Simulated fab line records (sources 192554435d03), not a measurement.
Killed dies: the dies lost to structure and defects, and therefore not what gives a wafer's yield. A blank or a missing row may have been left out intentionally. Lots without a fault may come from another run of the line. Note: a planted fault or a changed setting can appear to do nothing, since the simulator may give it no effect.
Chamber matching    flow n5 finfet    cvd co-02 running N5_BEOL_M1_CO_CAP_55: 3 sister chambers
The step material Co, precursor CCTBA/H2, target thk 2 nm, time 102.1 s. 18 wafers are shown with their chamber, then 9 later ones without.

## WAFERS PAIRED WITH THEIR CHAMBERS
wafer   chamber  heater power w (W)
L502.2  2        241
L502.3  1        229
L502.5  2        243
L503.2  2        242
L503.3  1        227
L503.5  2        248
L507.2  1        223
L507.5  0        239
L507.6  2        235
L510.2  2        244
L510.3  0        241
L510.4  0        237
L513.2  1        228
L513.3  2        245
L513.6  2        246
L515.3  2        245
L515.4  0        243
L515.5  1        225

SIGNATURES (averages over the wafers above)
reading         chamber 0  chamber 1  chamber 2  scatter within a chamber
heater power w  240.00     226.40     243.22     3.21
Rule: a wafer lies at a distance from a chamber equal to the root of the sum of squares, over the readings, of (its reading less the chamber's mean, divided by the reading's scatter). If the next closest chamber is less than 2 further off than the closest, the wafer can't be placed; otherwise it belongs to the closest. The scatter: take each reading less its chamber's mean, square it, sum over the shown wafers, divide by the number of wafers less the number of chambers, and take the root.

## WAFERS WITH NO CHAMBER GIVEN
wafer   heater power w (W)
L520.2  227
L520.3  244
L520.6  248
L522.1  236
L522.2  218
L522.5  239
L523.1  225
L523.2  240
L523.4  237

## WHICH CHAMBER EACH ONE RAN IN
wafer   from the rows above           in truth
L520.2  1                             1
L520.3  can't be placed: 2 or 0       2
L520.6  can't be placed: 2 or 0       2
L522.1  can't be placed: 0 or 2 or 1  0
L522.2  1                             1
L522.5  can't be placed: 0 or 2       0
L523.1  1                             1
L523.2  can't be placed: 0 or 2       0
L523.4  can't be placed: 0 or 2       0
Correctly placed: 3 of 9. From these rows, 6 cannot be placed; in 6 the true chamber is one of the candidates. Wrongly placed: 0.
